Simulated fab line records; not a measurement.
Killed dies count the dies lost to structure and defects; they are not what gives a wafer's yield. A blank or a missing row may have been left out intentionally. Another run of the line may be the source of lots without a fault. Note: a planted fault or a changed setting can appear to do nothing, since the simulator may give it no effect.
A single fault, viewed from 2 desks	flow n5 finfet	only its own numbers are on each desk; what lay behind them is given at the end

## AT THE METROLOGY DESK
What the gauges read for every lot (on any tool): the sampled wafers with a number, averaged. Any lot whose mean is over 4 standard deviations away from the usual mean is out of limits and marked OUT; that distance is given in the brackets. Readings shown: 7 out of 11 (the first out of limits, and those lying furthest out on some lot).
Columns: A = trench depth nm at N5_BEOL_M1_OCD_MEAS_38, usual 55.6 nm; B = DIBL_P at N5_BEOL_M4_RC_MEAS_101, usual 36.3 mV/V; C = IOFF_P at N5_BEOL_M4_RC_MEAS_101, usual 0.21 nA/um; D = ION_P at N5_BEOL_M4_RC_MEAS_101, usual 463 uA/um; E = SS_N at N5_BEOL_M4_RC_MEAS_101, usual 71.4 mV/dec; F = VT_N at N5_BEOL_M4_RC_MEAS_101, usual 251 mV; G = VT_P at N5_BEOL_M4_RC_MEAS_101, usual -250 mV
lot	first seen here	A	B	C	D	E	F	G
L674	day 6 07:35	55.8	36.6	0.28	470	71.8	248	-246
L676	day 6 13:28	56.3	33.9	0.20	461	71.2	252	-251
L678	day 7 04:21	48.0 (-6.3) OUT	32.9	0.20	464	71.2	254	-248
L684	day 8 19:25	46.7 (-7.5) OUT	35.5	0.17	455	70.7	257	-255
L694	day 11 05:17	56.9	37.6	0.24	466	71.4	250	-247
L695	day 11 12:13	56.4	37.9	0.22	459	72.4	249	-252
L696	day 12 05:05	56.4	40.9	0.30	473	71.4	245	-244
L697	day 12 05:07	55.3	35.2	0.21	467	70.9	252	-251
This desk finds L678, L684 out of limits, L678 being first, at day 7 04:21 (trench depth nm at N5_BEOL_M1_OCD_MEAS_38). L674, L676, L694, L695, L696, L697: within limits.

## FOR THE TOOL OWNER'S DESK: rie diel-03
The tool's own readings at N5_BEOL_M1_TRENCH_ETCH_37 (etches SiOC in C4F6/O2, target depth 55.207 nm, time 29 s): means of the sampled wafers that have a number, for each lot that ran on this tool. Any lot whose mean is over 4 standard deviations away from the usual mean is out of limits and marked OUT; that distance is given in the brackets. Readings shown: 7 out of 8 (the first out of limits, and those lying furthest out on some lot).
Columns: A = oes_f_703_au at N5_BEOL_M1_TRENCH_ETCH_37, usual 0.78 a.u.; B = oes_o_777_au at N5_BEOL_M1_TRENCH_ETCH_37, usual 0.77 a.u.; C = oes product au at N5_BEOL_M1_TRENCH_ETCH_37, usual 0.76 a.u.; D = rf vpp V at N5_BEOL_M1_TRENCH_ETCH_37, usual 661 V; E = run length s at N5_BEOL_M1_TRENCH_ETCH_37, usual 52.2 s; F = showerhead plenum p Torr at N5_BEOL_M1_TRENCH_ETCH_37, usual 2.81 Torr; G = throttle valve pct at N5_BEOL_M1_TRENCH_ETCH_37, usual 20.86 %
lot	first seen here	A	B	C	D	E	F	G
L674	day 6 07:25	0.70	0.71	0.70	689	52.5	2.85	20.62
L676	day 6 13:19	0.74	0.74	0.73	677	52.3	2.82	20.56
L678	day 7 04:11	0.75	0.76	0.74	666	47.5 (-12) OUT	2.79	20.60
L684	day 8 19:16	0.74	0.74	0.72	666	47.7 (-11) OUT	2.79	20.61
L694	day 11 05:08	0.90	0.90	0.89	685	52.3	2.88	20.44
L695	day 11 12:04	0.78	0.77	0.74	640	51.9	2.78	20.83
L696	day 12 04:55	0.77	0.77	0.74	648	51.5	2.85	20.93
This desk finds L678, L684 out of limits, L678 being first, at day 7 04:11 (run length s at N5_BEOL_M1_TRENCH_ETCH_37). L674, L676, L694, L695, L696: within limits.

## TAKEN TOGETHER
On L678, L684, at day 7 04:11, an alarm was possible from the tool owner's desk.
Metrology desk: alarm possible at day 7 04:21 on L678, L684.
N5_BEOL_M1_TRENCH_ETCH_37 was run on rie diel-03 by each of the lots named.

## WHAT HAD BEEN PUT IN BY THE SIMULATOR
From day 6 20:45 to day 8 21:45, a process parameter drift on rie diel-03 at N5_BEOL_M1_TRENCH_ETCH_37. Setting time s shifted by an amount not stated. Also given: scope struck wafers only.
Lots struck among those shown: L678, L684.
Counting hours from when the fault started, the first reading out of limits came at 7 for the tool owner's desk and at 8 for the metrology desk.
